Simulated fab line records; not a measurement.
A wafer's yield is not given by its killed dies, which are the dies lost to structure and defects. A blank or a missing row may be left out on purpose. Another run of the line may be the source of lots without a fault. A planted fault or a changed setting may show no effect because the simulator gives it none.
Matching of chambers	flow n5Finfet	N5_BEOL_M0_SAQP_ETCH_107 on rieDiel-03 has 4 sister chambers
The step etches SiNx in CH3F/O2, target depth 30 nm. 24 wafers are shown with their chamber, then 12 later ones without.

== EACH WAFER AND ITS CHAMBER ==
wafer	chamber	drypumpMotorCurrentA (A)	showerheadPlenumPTorr (Torr)	rfVppV (V)
L074.1	0	5.9	1.97	298
L074.3	3	4.8	2.12	305
L074.4	1	5.3	2.00	299
L075.1	3	4.8	2.12	306
L075.4	2	6.0	2.07	298
L075.6	3	4.8	2.12	305
L076.4	1	5.3	2.00	300
L076.5	2	6.0	2.07	297
L076.6	3	4.8	2.12	306
L077.3	0	5.9	1.97	298
L077.5	3	4.8	2.12	305
L077.6	0	5.9	1.97	298
L079.2	3	4.8	2.12	304
L079.4	1	5.4	2.00	299
L079.5	3	4.9	2.12	305
L082.1	0	5.9	1.97	298
L082.3	3	4.8	2.11	304
L082.4	0	5.9	1.97	295
L085.2	0	5.9	1.97	297
L085.4	1	5.4	1.99	301
L085.6	0	5.9	1.97	298
L087.2	3	4.8	2.11	305
L087.4	0	5.9	1.96	298
L087.6	0	5.9	1.96	296

SIGNATURES (averages over the wafers above)
reading	chamber 0	chamber 1	chamber 2	chamber 3	scatter within a chamber
drypumpMotorCurrentA	5.900	5.350	6.000	4.811	0.0307
showerheadPlenumPTorr	1.9678	1.9975	2.0700	2.1178	0.00439
rfVppV	297.33	299.75	297.50	305.00	0.929
Rule: for each reading, subtract the chamber's mean from the wafer's reading, divide by that reading's scatter and square the result; add these up over the readings and take the root, which gives the wafer's distance from the chamber. The wafer belongs to the nearest chamber; if the next one is less than 2 further off, it can't be placed. The scatter: take each reading less its chamber's mean, square it, sum over the shown wafers, divide by the number of wafers less the number of chambers, and take the root.

== WAFERS WITH NO CHAMBER GIVEN ==
wafer	drypumpMotorCurrentA (A)	showerheadPlenumPTorr (Torr)	rfVppV (V)
L088.2	4.8	2.11	304
L088.4	5.3	1.99	299
L088.6	5.9	1.96	296
L091.3	5.9	1.96	297
L091.4	5.9	2.06	298
L091.6	5.9	1.96	295
L092.2	5.3	1.99	300
L092.3	5.9	1.96	296
L092.5	5.3	1.99	300
L097.1	5.9	1.96	297
L097.3	5.4	1.99	299
L097.4	4.8	2.10	305

== WHICH CHAMBER EACH WENT THROUGH ==
wafer	from the rows above	in truth
L088.2	3	3
L088.4	1	1
L088.6	0	0
L091.3	0	0
L091.4	2	2
L091.6	0	0
L092.2	1	1
L092.3	0	0
L092.5	1	1
L097.1	0	0
L097.3	1	1
L097.4	3	3
Correct placement for 12 of the 12. Number that these rows cannot place: 0. 0 placed wrongly.
